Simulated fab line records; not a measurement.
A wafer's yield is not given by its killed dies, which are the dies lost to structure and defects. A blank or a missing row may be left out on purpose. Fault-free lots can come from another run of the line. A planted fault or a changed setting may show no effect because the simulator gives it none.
Matching of chambers ; flow n5Finfet ; aldSin-04 running N5_FIN_SAQP_ALD_61: 4 sister chambers
The step deposits SiO2, target thk 4 nm, pulse time 1 s, purge time 2 s. 14 wafers are shown with their chamber, then 7 later ones without.

== EACH WAFER AND ITS CHAMBER ==
wafer;chamber;heaterPowerW (W);precursorPulseHeightRel
L527.1;1;453;1.019
L527.3;2;449;0.974
L527.5;2;447;0.995
L530.1;1;461;1.006
L530.4;2;440;1.006
L530.6;3;419;0.986
L531.1;3;422;0.987
L531.4;1;457;1.006
L531.5;1;454;1.001
L544.1;3;414;1.044
L544.3;0;646;0.988
L544.5;0;626;0.979
L546.3;3;408;1.007
L546.4;1;460;0.981

SIGNATURES, as means of the wafers listed above
reading;chamber 0;chamber 1;chamber 2;chamber 3;scatter within a chamber
heaterPowerW;636.00;457.00;445.33;415.75;6.38
precursorPulseHeightRel;0.98350;1.00260;0.99167;1.00600;0.0188
Rule: for each reading, subtract the chamber's mean from the wafer's reading, divide by that reading's scatter and square the result; add these up over the readings and take the root, which gives the wafer's distance from the chamber. The wafer belongs to the nearest chamber; if the next one is less than 2 further off, it can't be placed. The scatter: take each reading less its chamber's mean, square it, sum over the shown wafers, divide by the number of wafers less the number of chambers, and take the root.

== WAFERS WHOSE CHAMBER IS MISSING ==
wafer;heaterPowerW (W);precursorPulseHeightRel
L546.6;634;1.040
L547.2;450;0.994
L547.4;627;0.971
L547.6;454;0.988
L548.3;459;1.010
L548.5;425;1.010
L548.6;648;1.023

== EACH ONE'S CHAMBER ==
wafer;from the rows above;in truth
L546.6;0;0
L547.2;can't be placed: 2 or 1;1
L547.4;0;0
L547.6;can't be placed: 1 or 2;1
L548.3;can't be placed: 1 or 2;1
L548.5;can't be placed: 3 or 2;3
L548.6;0;0
Correct placement for 3 of the 7. Unplaceable from these rows: 4, with the true chamber sitting among the candidates in 4. Wrongly placed: 0.
